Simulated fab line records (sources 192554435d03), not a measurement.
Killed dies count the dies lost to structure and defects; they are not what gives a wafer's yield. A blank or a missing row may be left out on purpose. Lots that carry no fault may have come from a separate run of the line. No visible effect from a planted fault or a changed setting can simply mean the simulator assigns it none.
Split-lot study :: flow n5_finfet :: on a route of 1938 steps: 7 lots, 21 wafers read

== ON THE SPLIT ==
At N5_BEOL_M13_COAT_04 (resist thk 400 nm), the setting spin_rpm was moved away from the recipe's 1625 rpm on 5 of the 21 wafers read, by -10.2% to +4.3%. For the rest of the wafers, this setting stayed at what the recipe calls for.

== FROM THE SPLIT TO THE READING: what the file shows between them, 4 steps ==
- N5_BEOL_M13_EBR_06
- N5_BEOL_M13_SOFTBAKE_05: time 60 s
- N5_BEOL_M13_DESCUM_15: chemistry O2, time 7.9 s
- N5_BEOL_M13_ETCH_59: etches BARC in N2/H2, target depth 89 nm, overetch 26.7 nm, time 67.9 s

== THE READING ==
coat_of_BEOL_M13_COAT_04.thk_nm (the simulator's own value, which no gauge read), in nm, at N5_BEOL_M13_VIA_ETCH_16 (etches SiOC in C4F8/O2/Ar, target depth 921.7 nm). The file gives no usual value for it. Average 69.2 nm, standard deviation 3.1 nm, over the 16 wafers here run with the recipe.

wafer: L076.1
tool, chamber at the split: litho_track-01, 0
spin_rpm as run, rpm: 1625
against the recipe: recipe
coat_of_BEOL_M13_COAT_04.thk_nm, nm: 70.6
against lot-mates on the recipe: -

wafer: L076.3
tool, chamber at the split: litho_track-01, 0
spin_rpm as run, rpm: 1625
against the recipe: recipe
coat_of_BEOL_M13_COAT_04.thk_nm, nm: 65.8
against lot-mates on the recipe: -

wafer: L076.6
tool, chamber at the split: litho_track-01, 0
spin_rpm as run, rpm: 1625
against the recipe: recipe
coat_of_BEOL_M13_COAT_04.thk_nm, nm: 62.8
against lot-mates on the recipe: -

wafer: L075.1
tool, chamber at the split: litho_track-05, 0
spin_rpm as run, rpm: 1625
against the recipe: recipe
coat_of_BEOL_M13_COAT_04.thk_nm, nm: 71.6
against lot-mates on the recipe: -

wafer: L075.5
tool, chamber at the split: litho_track-05, 0
spin_rpm as run, rpm: 1678
against the recipe: +3.3%
coat_of_BEOL_M13_COAT_04.thk_nm, nm: 62.6
against lot-mates on the recipe: -9.0

wafer: L075.6
tool, chamber at the split: litho_track-05, 0
spin_rpm as run, rpm: 1678
against the recipe: +3.3%
coat_of_BEOL_M13_COAT_04.thk_nm, nm: 57
against lot-mates on the recipe: -14.6

wafer: L078.4
tool, chamber at the split: litho_track-02, 0
spin_rpm as run, rpm: 1459
against the recipe: -10.2%
coat_of_BEOL_M13_COAT_04.thk_nm, nm: 94
against lot-mates on the recipe: +25.8

wafer: L078.5
tool, chamber at the split: litho_track-02, 0
spin_rpm as run, rpm: 1459
against the recipe: -10.2%
coat_of_BEOL_M13_COAT_04.thk_nm, nm: 90.2
against lot-mates on the recipe: +22.0

wafer: L078.6
tool, chamber at the split: litho_track-02, 0
spin_rpm as run, rpm: 1625
against the recipe: recipe
coat_of_BEOL_M13_COAT_04.thk_nm, nm: 68.2
against lot-mates on the recipe: -

wafer: L081.2
tool, chamber at the split: litho_track-05, 0
spin_rpm as run, rpm: 1625
against the recipe: recipe
coat_of_BEOL_M13_COAT_04.thk_nm, nm: 68.2
against lot-mates on the recipe: -

wafer: L081.4
tool, chamber at the split: litho_track-05, 0
spin_rpm as run, rpm: 1625
against the recipe: recipe
coat_of_BEOL_M13_COAT_04.thk_nm, nm: 69.2
against lot-mates on the recipe: -

wafer: L081.5
tool, chamber at the split: litho_track-05, 0
spin_rpm as run, rpm: 1625
against the recipe: recipe
coat_of_BEOL_M13_COAT_04.thk_nm, nm: 65.2
against lot-mates on the recipe: -

wafer: L085.1
tool, chamber at the split: litho_track-02, 0
spin_rpm as run, rpm: 1625
against the recipe: recipe
coat_of_BEOL_M13_COAT_04.thk_nm, nm: 68.2
against lot-mates on the recipe: -

wafer: L085.3
tool, chamber at the split: litho_track-02, 0
spin_rpm as run, rpm: 1695
against the recipe: +4.3%
coat_of_BEOL_M13_COAT_04.thk_nm, nm: 62.2
against lot-mates on the recipe: -6.2

wafer: L085.5
tool, chamber at the split: litho_track-02, 0
spin_rpm as run, rpm: 1625
against the recipe: recipe
coat_of_BEOL_M13_COAT_04.thk_nm, nm: 68.6
against lot-mates on the recipe: -

wafer: L090.1
tool, chamber at the split: litho_track-05, 0
spin_rpm as run, rpm: 1625
against the recipe: recipe
coat_of_BEOL_M13_COAT_04.thk_nm, nm: 71.4
against lot-mates on the recipe: -

wafer: L090.4
tool, chamber at the split: litho_track-05, 0
spin_rpm as run, rpm: 1625
against the recipe: recipe
coat_of_BEOL_M13_COAT_04.thk_nm, nm: 66.8
against lot-mates on the recipe: -

wafer: L090.5
tool, chamber at the split: litho_track-05, 0
spin_rpm as run, rpm: 1625
against the recipe: recipe
coat_of_BEOL_M13_COAT_04.thk_nm, nm: 71.6
against lot-mates on the recipe: -

wafer: L095.1
tool, chamber at the split: litho_track-02, 0
spin_rpm as run, rpm: 1625
against the recipe: recipe
coat_of_BEOL_M13_COAT_04.thk_nm, nm: 70.2
against lot-mates on the recipe: -

wafer: L095.2
tool, chamber at the split: litho_track-02, 0
spin_rpm as run, rpm: 1625
against the recipe: recipe
coat_of_BEOL_M13_COAT_04.thk_nm, nm: 73.6
against lot-mates on the recipe: -

wafer: L095.3
tool, chamber at the split: litho_track-02, 0
spin_rpm as run, rpm: 1625
against the recipe: recipe
coat_of_BEOL_M13_COAT_04.thk_nm, nm: 75.2
against lot-mates on the recipe: -

FIT RESULTS
A straight line over all 21 wafers: coat_of_BEOL_M13_COAT_04.thk_nm changes by -2.25 nm for each +1% of spin_rpm; r = -0.93; the points scatter about the line by 3.2 nm.
The same after taking each lot's own level away (the mean of its wafers on the recipe; 21 wafers): -2.39 nm for each +1%; r = -0.95; scatter 2.7 nm.
That fit puts the effect of the largest move of spin_rpm on the reading at 24 nm.
Across the lots, their own levels run from 66.40 to 73.00 nm, a range of 2.1 times the standard deviation given above.
Hence the lot-to-lot level has little effect on the slope; both slopes agree.
Check: +22.9 nm against its lot-mates is what the line predicts for one of the wafers moved furthest among these (-10.2%) when that wafer is left out of the fit. It came out at +25.8 nm against them.

== THE WHOLE CHAIN: every reading that the file lists as answering this split, in the file's order ==
step: N5_BEOL_M13_COAT_04
what it does: resist thk 400 nm
reading: coat_of_BEOL_M13_COAT_04.thk_nm (the simulator's own value, which no gauge read)
change (the file's fit): -2.2 nm for each +1% of the setting
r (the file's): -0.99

step: N5_BEOL_M13_VIA_ETCH_16
what it does: etches SiOC in C4F8/O2/Ar, target depth 921.7 nm
reading: coat_of_BEOL_M13_COAT_04.thk_nm (the simulator's own value, which no gauge read)
change (the file's fit): -2.32 nm for each +1% of the setting
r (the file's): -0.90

step: N5_BEOL_M13_STRIP_63
what it does: strips in N2/H2
reading: strip_time_to_endpoint_s
change (the file's fit): withheld for each +1% of the setting
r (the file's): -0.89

== THE FILE'S OWN FIT ==
coat_of_BEOL_M13_COAT_04.thk_nm changes by -2.32 nm for each +1% of spin_rpm, r = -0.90.
